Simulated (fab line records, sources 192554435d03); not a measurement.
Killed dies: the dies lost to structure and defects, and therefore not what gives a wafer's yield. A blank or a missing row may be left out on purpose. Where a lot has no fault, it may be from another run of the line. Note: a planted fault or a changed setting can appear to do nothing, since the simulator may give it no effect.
fab line records	flow n5Finfet	part 1 of 2: steps 1 to 3 of 6
record lots=22	wafers=66	lastDay=19
route steps=1938 shown GATE_CUT@487
lots with no fault: from the same line, run without faults
startH: the number of hours between the record's first day and the start of the first shown wafer of the lot	waitH: how many hours have passed since the lot's step before this one	" identical to the entry in the row above	L1.1+2: a row that stands for several wafers	- either no value or no given start	* or withheld: withheld	< > ~ a bound
route shown NAME@n: a module of which the file shows steps, and the number in the route of the first	usual: mean and standard deviation over wafers with no fault	same: alike in all rows	chamber/n: place in a boat	sites: the reading at each site	_std_site: the standard deviation of these	_edge_site: outer sites' mean less inner sites'	radiusMm: for every site, how far away it sits from the centre of the wafer	mask NAME#n: copy n	behind: the most recent tool/chamber to have shaped the wafer	hold: cause of the lot's hold/its duration in hours/its outcome	device: which transistor (n, p or np) failed to switch	end of line: the tests these same wafers got at the end of their route	a step given without rows: its recipe and nothing more	killed: dies lost to structure and defects at the first sort, not the wafer's yield	map: dies across one wafer; x = killed, . = not, _ = none there
set.NAME: the setting as run; set.NAME@STEP: as run at that earlier step	model.NAME: the simulator's own value behind a step, which no gauge read
steps of the route over a sample of lots; a table a step, a row a wafer
services: the hour from which a tool's chamber was out of use, counted from the record's first day as startH (under 0 if before that day), plus the number of hours and why
## steps
# step N5_GATE_CUT_CD_MEAS_13
# recipe targetCdNm=20	landingEnergyEv=500	detector=seInlens
# usual cdNm=19.99/0.23
lot.wafer	tool	chamber	startH	waitH	cdNm
L074.1	cdSem-01	0	81.92	-	20.18
L074.2	"	0	"	"	19.86
L074.6	"	0	"	"	20.16
L075.2	cdSem-03	0	95.82	-	20.13
L075.3	"	0	"	"	19.99
L075.5	"	0	"	"	19.75
L076.3	cdSem-01	0	99.89	-	19.98
L076.4	"	0	"	"	19.98
L076.5	"	0	"	"	20.27
L078.3	cdSem-02	0	108.93	-	19.73
L078.4	"	0	"	"	19.52
L078.6	"	0	"	"	20.08
L079.1	cdSem-02	0	113.00	-	20.14
L079.3	"	0	"	"	20.56
L079.4	"	0	"	"	20.12
L080.3	cdSem-03	0	119.63	-	19.80
L080.4	"	0	"	"	20.18
L080.5	"	0	"	"	19.72
L081.4	cdSem-02	0	134.14	-	19.81
L081.5	"	0	"	"	19.83
L081.6	"	0	"	"	19.87
L082.1	cdSem-03	0	136.26	-	19.86
L082.2	"	0	"	"	19.90
L082.4	"	0	"	"	20.03
L084.4	cdSem-01	0	145.24	-	20.16
L084.5	"	0	"	"	19.97
L084.6	"	0	"	"	19.82
L085.1	cdSem-03	0	151.34	-	19.93
L085.2	"	0	"	"	20.09
L085.6	"	0	"	"	20.36
L086.2	cdSem-01	0	157.01	-	20.37
L086.3	"	0	"	"	20.17
L086.4	"	0	"	"	19.64
L087.2	cdSem-01	0	162.61	-	19.53
L087.3	"	0	"	"	20.00
L087.4	"	0	"	"	20.20
L088.1	cdSem-03	0	167.56	-	19.77
L088.3	"	0	"	"	19.76
L088.5	"	0	"	"	19.76
L089.2	cdSem-03	0	174.39	-	20.11
L089.4	"	0	"	"	19.77
L089.5	"	0	"	"	19.65
L090.1	cdSem-02	0	178.04	-	19.82
L090.2	"	0	"	"	20.11
L090.4	"	0	"	"	19.80
L091.2	cdSem-02	0	184.29	-	20.42
L091.4	"	0	"	"	20.17
L091.5	"	0	"	"	20.26
L092.1	cdSem-01	0	190.21	-	20.26
L092.2	"	0	"	"	19.94
L092.3	"	0	"	"	19.84
L093.1	cdSem-01	0	196.78	-	19.75
L093.2	"	0	"	"	19.99
L093.4	"	0	"	"	19.74
L094.2	cdSem-03	0	207.87	-	19.90
L094.3	"	0	"	"	19.72
L094.4	"	0	"	"	20.21
L095.3	cdSem-02	0	209.10	-	19.91
L095.4	"	0	"	"	19.77
L095.5	"	0	"	"	19.91
L096.2	cdSem-02	0	217.02	-	19.79
L096.3	"	0	"	"	20.11
L096.5	"	0	"	"	20.00
L097.2	cdSem-02	0	220.90	-	19.90
L097.4	"	0	"	"	19.84
L097.6	"	0	"	"	20.75
# step N5_GATE_CUT_ETCH_36
# recipe chemistry=CF4	target=SiARC	targetDepthA=130	maskMaterial=CAR-EUV	timeS=21.7	ionEnergyEv=80	pressureMtorr=40	sourceW=545	biasW=36	Ar_flow_sccm=100	cf4FlowSccm=100	ends=cleared
# usual drypumpMotorCurrentA=6.1/0.52	etchRfOnTimeS=21.8/0.62	mfcArSccm=100.01/0.29	oesProductAu=0.64/0.053	rfFwdPowerW=531.7/1.9	rfVppV=183.9/1.1	showerheadPlenumPTorr=2.13/0.063	throttleValvePct=15.67/0.2
lot.wafer	tool	chamber	startH	waitH	drypumpMotorCurrentA	etchRfOnTimeS	mfcArSccm	oesProductAu	rfFwdPowerW	rfHoursCounterH	rfVppV	showerheadPlenumPTorr	throttleValvePct
L074.1	rieDiel-02	0	82.10	0.0	6.6	21.7	100.38	0.65	531.0	122	184.3	2.14	15.75
L074.2	"	2	"	"	5.8	21.0	99.37	0.62	531.8	184	183.7	2.12	15.69
L074.6	"	2	"	"	5.8	20.8	99.85	0.62	532.6	-	184.2	2.12	15.69
L075.2	rieDiel-02	3	96.00	0.0	6.5	21.5	100.07	0.70	531.0	86	183.7	2.06	15.64
L075.3	"	2	"	"	5.8	20.6	100.28	0.63	532.4	189	185.6	2.12	15.70
L075.5	"	2	"	"	5.8	20.7	100.04	0.62	531.4	-	183.4	2.12	15.70
L076.3	rieDiel-05	1	100.07	0.0	5.7	23.0	100.01	0.61	530.5	178	183.5	2.05	15.86
L076.4	"	3	"	"	5.2	21.5	100.02	0.64	533.6	166	184.2	2.15	15.70
L076.5	"	0	"	"	5.9	21.6	99.93	0.60	535.4	-	184.5	2.20	15.66
L078.3	rieDiel-05	1	109.12	0.0	5.7	22.9	99.38	0.61	529.4	180	184.6	2.05	15.88
L078.4	"	0	"	"	6.0	21.2	99.90	0.61	528.7	247	185.0	2.20	15.66
L078.6	"	3	"	"	5.2	21.8	99.57	0.64	531.8	-	183.6	2.15	15.69
L079.1	rieDiel-06	2	113.18	0.0	6.7	21.7	99.99	0.62	530.0	200	182.3	2.06	15.87
L079.3	"	1	"	"	5.8	22.7	100.20	0.65	530.9	128	184.4	2.06	15.30
L079.4	"	3	"	"	5.6	21.0	99.82	0.63	533.5	150	185.1	2.23	15.78
L080.3	rieDiel-06	2	119.81	0.0	6.7	21.6	99.61	0.62	529.2	201	184.3	2.06	15.88
L080.4	"	3	"	"	5.6	21.2	100.56	0.64	531.1	151	186.4	2.23	15.79
L080.5	"	0	"	"	6.4	21.4	100.44	0.79	531.3	-	185.1	2.20	15.32
L081.4	rieDiel-05	1	134.33	0.0	5.7	23.0	100.03	0.61	533.1	-	182.0	2.05	15.88
L081.5	"	2	"	"	6.7	22.1	99.81	0.60	533.5	-	183.3	2.13	15.65
L081.6	"	3	"	"	5.2	21.9	100.20	0.63	532.4	-	183.4	2.15	15.70
L082.1	rieDiel-05	1	136.62	0.0	5.7	22.3	99.61	0.61	530.8	187	183.3	2.05	15.87
L082.2	"	3	"	"	5.2	21.4	99.80	0.64	526.7	177	183.5	2.15	15.70
L082.4	"	2	"	"	6.8	21.4	100.01	0.62	533.8	-	184.0	2.13	15.66
L084.4	rieDiel-05	3	145.43	0.0	5.2	21.5	99.92	0.63	531.2	-	185.2	2.15	15.73
L084.5	"	1	"	"	5.7	22.7	99.67	0.60	530.1	-	181.6	2.05	15.90
L084.6	"	2	"	"	6.8	21.7	99.85	0.60	532.4	-	183.4	2.13	15.65
L085.1	rieDiel-06	1	151.52	0.0	5.8	22.6	99.86	0.64	533.6	138	184.2	2.06	15.32
L085.2	"	3	"	"	5.6	20.7	99.83	0.64	530.6	159	184.7	2.23	15.79
L085.6	"	2	"	"	6.7	21.4	99.47	0.62	529.5	-	183.8	2.05	15.90
L086.2	rieDiel-06	2	157.23	0.0	6.7	21.9	100.58	0.61	528.7	210	183.0	2.05	15.90
L086.3	"	3	"	"	5.6	21.2	100.41	0.63	530.0	160	186.2	2.23	15.79
L086.4	"	1	"	"	5.8	22.9	100.04	0.64	534.3	139	183.2	2.06	15.32
L087.2	rieDiel-02	2	162.78	0.0	5.8	20.8	100.00	0.61	531.4	208	184.0	2.12	15.73
L087.3	"	0	"	"	6.5	21.8	100.09	0.63	534.5	146	185.3	2.13	15.79
L087.4	"	1	"	"	5.7	22.7	99.54	0.60	530.1	167	184.1	2.22	15.62
L088.1	rieDiel-05	3	168.05	0.0	5.2	21.4	99.88	0.63	534.3	187	181.9	2.15	15.73
L088.3	"	0	"	"	5.9	21.1	100.04	0.81	529.8	6	185.3	2.20	15.15
L088.5	"	3	"	"	5.2	21.3	99.44	0.64	532.6	-	184.4	2.15	15.72
L089.2	rieDiel-06	1	174.57	0.0	5.8	22.3	99.83	0.64	531.0	144	183.0	2.06	15.34
L089.4	"	3	"	"	5.6	20.9	100.24	0.62	529.3	166	184.0	2.23	15.80
L089.5	"	1	"	"	5.7	22.3	99.86	0.64	532.0	-	182.1	2.06	15.34
L090.1	rieDiel-02	0	178.22	0.0	6.6	22.0	100.23	0.63	531.5	150	184.4	2.13	15.82
L090.2	"	2	"	"	5.9	21.1	99.98	0.60	531.6	212	182.5	2.11	15.74
L090.4	"	1	"	"	5.7	22.7	99.86	0.60	535.0	171	186.2	2.21	15.62
L091.2	rieDiel-05	1	184.47	0.0	5.7	22.7	99.73	0.60	533.0	203	184.6	2.05	15.90
L091.4	"	3	"	"	5.2	21.2	100.16	0.63	530.6	-	185.0	2.14	15.73
L091.5	"	1	"	"	5.7	22.8	100.08	0.60	531.2	-	183.0	2.05	15.91
L092.1	rieDiel-06	0	190.60	0.0	6.4	21.5	100.12	0.77	530.5	35	185.6	2.19	15.35
L092.2	"	2	"	"	6.7	21.3	100.27	0.62	530.4	219	184.0	2.05	15.91
L092.3	"	1	"	"	5.8	22.2	100.43	0.64	531.1	148	184.2	2.06	15.35
L093.1	rieDiel-02	1	197.13	0.0	5.7	22.6	99.81	0.60	535.3	177	185.2	2.21	15.63
L093.2	"	3	"	"	6.5	21.7	99.97	0.67	530.4	114	182.3	2.06	15.70
L093.4	"	0	"	"	6.5	21.4	100.25	0.63	529.5	155	182.6	2.13	15.83
L094.2	rieDiel-06	0	208.05	0.0	6.5	21.8	100.21	0.75	531.7	40	184.5	2.19	15.36
L094.3	"	2	"	"	6.7	22.0	100.31	0.60	533.5	224	181.7	2.05	15.92
L094.4	"	1	"	"	5.8	22.8	100.03	0.63	534.5	154	183.7	2.05	15.36
L095.3	rieDiel-06	1	209.28	0.0	5.8	22.6	100.20	0.63	531.6	154	182.9	2.05	15.36
L095.4	"	2	"	"	6.7	21.7	99.66	0.61	532.9	224	183.7	2.05	15.94
L095.5	"	2	"	"	6.7	22.0	99.46	0.60	532.0	-	183.1	2.05	15.93
L096.2	rieDiel-05	1	217.53	0.0	5.7	23.1	99.85	0.58	530.2	215	181.5	2.04	15.94
L096.3	"	0	"	"	5.9	21.5	100.08	0.78	532.1	17	183.2	2.19	15.20
L096.5	"	2	"	"	6.8	21.8	99.81	0.59	533.3	-	183.4	2.12	15.72
L097.2	rieDiel-02	2	221.38	0.0	5.9	21.0	100.02	0.60	531.5	227	184.2	2.11	15.79
L097.4	"	1	"	"	5.7	22.7	100.39	0.58	532.8	185	183.7	2.21	15.65
L097.6	"	1	"	"	5.7	22.6	100.38	0.59	532.0	-	185.1	2.21	15.64
# step N5_GATE_CUT_ETCH_19
# recipe chemistry=CH3F/O2	target=SiNx	maskMaterial=SiO2	targetDepthA=537	timeS=76.7	pressureMtorr=30	sourceW=395	biasW=73	Ar_flow_sccm=150	CH3F_flow_sccm=30	O2_flow_sccm=20	ionEnergyEv=120	ends=cleared
# usual drypumpMotorCurrentA=6.1/0.51	etchRfOnTimeS=77.2/1.6	mfcArSccm=150.0/0.47	oes_ar_750_au=0.75/0.056	oesProductAu=0.64/0.054	rfFwdPowerW=390.7/1.4	rfVppV=299/5.1	showerheadPlenumPTorr=1.98/0.061	throttleValvePct=16.40/0.21
lot.wafer	tool	chamber	startH	waitH	drypumpMotorCurrentA	etchRfOnTimeS	mfcArSccm	oes_ar_750_au	oesProductAu	rfFwdPowerW	rfHoursCounterH	rfVppV	showerheadPlenumPTorr	throttleValvePct
L074.1	rieDiel-02	0	82.33	0.0	6.6	76.1	150.3	0.76	0.65	388.8	122	306	2.01	16.56
L074.2	"	2	"	"	5.8	75.2	150.1	0.74	0.62	388.7	184	294	1.99	16.46
L074.6	"	2	"	"	5.8	75.0	150.3	0.73	0.62	388.6	-	294	1.99	16.43
L075.2	rieDiel-02	3	96.23	0.0	6.6	77.5	150.0	0.81	0.68	391.8	86	291	1.92	16.39
L075.3	"	2	"	"	5.8	75.9	150.4	0.73	0.61	390.3	189	293	1.99	16.46
L075.5	"	2	"	"	5.8	74.9	151.0	0.73	0.62	388.7	-	293	1.99	16.46
L076.3	rieDiel-05	1	100.30	0.0	5.7	80.1	149.9	0.72	0.61	390.3	178	299	1.92	16.62
L076.4	"	3	"	"	5.2	77.1	149.9	0.76	0.64	392.7	167	295	2.01	16.43
L076.5	"	0	"	"	6.0	75.9	150.7	0.71	0.61	392.4	-	302	2.04	16.30
L078.3	rieDiel-05	1	109.35	0.0	5.7	79.8	149.2	0.72	0.62	388.9	180	299	1.92	16.63
L078.4	"	0	"	"	5.9	75.8	150.1	0.71	0.61	391.6	247	301	2.04	16.31
L078.6	"	3	"	"	5.2	77.4	149.2	0.77	0.64	390.5	-	293	2.01	16.44
L079.1	rieDiel-06	2	113.41	0.0	6.7	76.7	150.4	0.73	0.62	390.8	200	300	1.91	16.57
L079.3	"	1	"	"	5.8	78.4	149.5	0.76	0.66	390.6	128	303	1.92	16.04
L079.4	"	3	"	"	5.6	75.3	150.1	0.74	0.64	391.9	150	306	2.09	16.51
L080.3	rieDiel-06	2	120.04	0.0	6.7	77.4	150.8	0.73	0.61	390.4	201	301	1.91	16.57
L080.4	"	3	"	"	5.6	76.1	150.6	0.74	0.62	391.7	151	308	2.09	16.50
L080.5	"	0	"	"	6.5	76.0	150.1	0.92	0.79	390.1	-	300	2.05	16.06
L081.4	rieDiel-05	1	134.59	0.0	5.7	79.8	150.0	0.72	0.61	388.5	-	299	1.92	16.65
L081.5	"	2	"	"	6.7	78.0	150.1	0.71	0.61	392.0	-	291	1.98	16.32
L081.6	"	3	"	"	5.2	77.3	149.5	0.76	0.63	390.1	-	293	2.01	16.47
L082.1	rieDiel-05	1	136.85	0.0	5.7	80.3	149.9	0.72	0.61	390.8	188	301	1.92	16.65
L082.2	"	3	"	"	5.2	77.9	150.4	0.75	0.63	390.0	177	296	2.01	16.47
L082.4	"	2	"	"	6.7	78.1	149.3	0.72	0.60	392.4	-	290	1.98	16.32
L084.4	rieDiel-05	3	145.69	0.0	5.2	77.7	149.1	0.75	0.63	391.6	-	293	2.01	16.48
L084.5	"	1	"	"	5.7	79.6	150.3	0.71	0.60	389.3	-	300	1.92	16.66
L084.6	"	2	"	"	6.8	77.8	149.6	0.71	0.60	392.2	-	290	1.98	16.33
L085.1	rieDiel-06	1	151.75	0.0	5.8	77.9	149.2	0.75	0.66	392.2	138	303	1.92	16.07
L085.2	"	3	"	"	5.6	74.8	150.2	0.73	0.63	391.3	159	307	2.08	16.52
L085.6	"	2	"	"	6.7	76.1	150.9	0.73	0.62	390.6	-	302	1.91	16.60
L086.2	rieDiel-06	2	157.46	0.0	6.7	76.4	150.3	0.72	0.61	392.7	210	299	1.91	16.60
L086.3	"	3	"	"	5.6	74.5	149.2	0.73	0.64	391.6	160	307	2.08	16.52
L086.4	"	1	"	"	5.8	78.3	150.2	0.75	0.65	390.0	139	302	1.92	16.07
L087.2	rieDiel-02	2	163.02	0.0	5.9	75.7	150.0	0.72	0.60	387.2	208	292	1.98	16.49
L087.3	"	0	"	"	6.4	77.6	150.1	0.74	0.62	389.7	146	306	2.00	16.61
L087.4	"	1	"	"	5.7	79.6	150.5	0.71	0.61	391.8	167	297	2.07	16.32
L088.1	rieDiel-05	3	168.29	0.0	5.2	76.3	149.2	0.74	0.63	390.7	187	295	2.01	16.48
L088.3	"	0	"	"	6.0	75.7	150.1	0.94	0.82	390.5	7	301	2.04	15.82
L088.5	"	3	"	"	5.2	77.1	150.0	0.75	0.63	390.1	-	297	2.01	16.48
L089.2	rieDiel-06	1	174.92	0.0	5.8	78.5	149.9	0.75	0.65	391.8	144	303	1.92	16.07
L089.4	"	3	"	"	5.6	75.4	150.6	0.74	0.62	393.4	166	306	2.08	16.53
L089.5	"	1	"	"	5.8	78.4	149.8	0.74	0.64	392.3	-	302	1.92	16.06
L090.1	rieDiel-02	0	178.45	0.0	6.5	77.8	150.1	0.74	0.63	387.6	150	304	2.00	16.62
L090.2	"	2	"	"	5.8	75.8	149.8	0.72	0.60	389.4	212	294	1.98	16.49
L090.4	"	1	"	"	5.7	79.6	149.9	0.71	0.60	391.8	171	299	2.07	16.34
L091.2	rieDiel-05	1	184.70	0.0	5.7	79.9	149.4	0.71	0.59	387.4	203	299	1.91	16.65
L091.4	"	3	"	"	5.2	76.9	150.4	0.74	0.62	389.3	-	295	2.01	16.50
L091.5	"	1	"	"	5.7	80.8	150.9	0.71	0.60	388.7	-	298	1.91	16.66
L092.1	rieDiel-06	0	190.83	0.0	6.4	75.9	150.0	0.87	0.76	390.6	35	298	2.05	16.08
L092.2	"	2	"	"	6.7	76.7	150.2	0.71	0.60	389.5	220	300	1.91	16.61
L092.3	"	1	"	"	5.8	78.2	149.7	0.75	0.65	392.1	148	303	1.92	16.08
L093.1	rieDiel-02	1	197.36	0.0	5.7	79.9	149.9	0.71	0.60	393.4	177	297	2.07	16.35
L093.2	"	3	"	"	6.5	77.6	150.2	0.79	0.67	389.5	114	292	1.91	16.43
L093.4	"	0	"	"	6.5	77.0	149.4	0.74	0.63	391.3	155	305	2.00	16.62
L094.2	rieDiel-06	0	208.28	0.0	6.5	74.9	150.3	0.87	0.76	390.6	41	301	2.05	16.10
L094.3	"	2	"	"	6.7	76.3	151.2	0.71	0.61	390.5	224	301	1.90	16.64
L094.4	"	1	"	"	5.8	76.8	150.4	0.74	0.65	390.9	154	303	1.91	16.09
L095.3	rieDiel-06	1	209.51	0.0	5.8	77.6	149.5	0.74	0.64	391.7	154	303	1.91	16.09
L095.4	"	2	"	"	6.7	76.2	149.4	0.72	0.61	390.6	225	299	1.90	16.62
L095.5	"	2	"	"	6.7	76.4	149.4	0.72	0.61	390.4	-	303	1.90	16.62
L096.2	rieDiel-05	1	217.76	0.0	5.7	80.3	149.8	0.69	0.59	389.3	215	300	1.91	16.71
L096.3	"	0	"	"	6.0	76.7	150.5	0.90	0.77	389.9	17	299	2.04	15.84
L096.5	"	2	"	"	6.8	77.3	149.4	0.70	0.59	388.9	-	289	1.97	16.39
L097.2	rieDiel-02	2	221.61	0.0	5.8	75.7	149.6	0.71	0.59	391.1	227	293	1.98	16.53
L097.4	"	1	"	"	5.7	80.3	149.7	0.71	0.60	393.4	185	298	2.07	16.36
L097.6	"	1	"	"	5.7	79.7	149.7	0.71	0.59	394.6	-	299	2.06	16.36
